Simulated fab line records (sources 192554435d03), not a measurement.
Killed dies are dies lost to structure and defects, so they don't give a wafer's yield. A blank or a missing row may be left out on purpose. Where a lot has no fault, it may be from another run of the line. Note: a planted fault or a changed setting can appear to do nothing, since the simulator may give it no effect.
Split-lot experiment    flow n5_finfet    7 lots, 21 wafers read, on a route of 1938 steps

== THE SPLIT ITSELF ==
At N5_BEOL_M14_TRENCH_ETCH_34 (etches SiO2 in C4F8/O2/Ar, target depth 556.65 nm, time 126.9 s), the setting bias_w was moved away from the recipe's 2040 W on 3 of the 21 wafers read, by -13.1% to +17.6%. All remaining wafers had this setting at the recipe value.

The reading comes from the split's own step.

== THE READING ==
rf_vpp_V, in V, at N5_BEOL_M14_TRENCH_ETCH_34 (etches SiO2 in C4F8/O2/Ar, target depth 556.65 nm, time 126.9 s). Typical for fault-free wafers on this fab line: 2209 V, with standard deviation 34 V.

wafer   tool, chamber at the split  bias_w as run, W  against the recipe  rf_vpp_V, V  against lot-mates on the recipe
L075.1  rie_diel-06, 0              2040              recipe              2153         -
L075.2  rie_diel-06, 1              2400              +17.6%              2523         +346
L075.4  rie_diel-06, 3              2040              recipe              2201         -
L080.3  rie_diel-01, 1              2040              recipe              2191         -
L080.5  rie_diel-01, 3              2040              recipe              2197         -
L080.6  rie_diel-01, 2              2040              recipe              2246         -
L082.1  rie_diel-02, 1              2040              recipe              2245         -
L082.3  rie_diel-02, 0              2040              recipe              2162         -
L082.4  rie_diel-02, 2              2040              recipe              2234         -
L084.2  rie_diel-01, 1              2040              recipe              2192         -
L084.3  rie_diel-01, 0              2040              recipe              2179         -
L084.4  rie_diel-01, 3              2040              recipe              2196         -
L091.1  rie_diel-01, 1              1773              -13.1%              1985         -212
L091.3  rie_diel-01, 0              1773              -13.1%              1973         -224
L091.6  rie_diel-01, 3              2040              recipe              2197         -
L092.1  rie_diel-06, 3              2040              recipe              2198         -
L092.5  rie_diel-06, 1              2040              recipe              2256         -
L092.6  rie_diel-06, 0              2040              recipe              2153         -
L095.3  rie_diel-02, 2              2040              recipe              2233         -
L095.4  rie_diel-02, 1              2040              recipe              2244         -
L095.6  rie_diel-02, 1              2040              recipe              2245         -

FIT RESULTS
A straight line over all 21 wafers: rf_vpp_V changes by +17.7 V for each +1% of bias_w; r = +0.96; the points scatter about the line by 32 V.
The same after taking each lot's own level away (the mean of its wafers on the recipe; 21 wafers): +18.1 V for each +1%; r = +0.97; scatter 27 V.
Per that fit: largest bias_w move, reading shift of 3.2e+02 V.
Across the lots, their own levels run from 2177.0 to 2240.7 V, a range of 1.9 times the standard deviation given above.
So the lot-to-lot level changes the slope little: the two slopes agree.
Check: +294 V against its lot-mates is what the line predicts for one of the wafers moved furthest among these (+17.6%) when that wafer is left out of the fit. Against them it came out at +346 V.
Tool readings at the split's step, against how far the setting was moved: rf_vpp_V r = +0.96.

== FURTHER SPLITS ON THESE WAFERS ==
These wafers also went through other splits before the reading. Each is held against what the fit with the lots' levels taken away leaves over:
other split on the same wafers     wafers away from the commonest value  r with rf_vpp_V (lot level and that fit taken away)
N5_BEOL_M13_TRENCH_ETCH_34 time_s  10                                    +0.14

== THE FILE'S OWN FIT ==
rf_vpp_V changes by +18.6 V for each +1% of bias_w, r = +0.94.
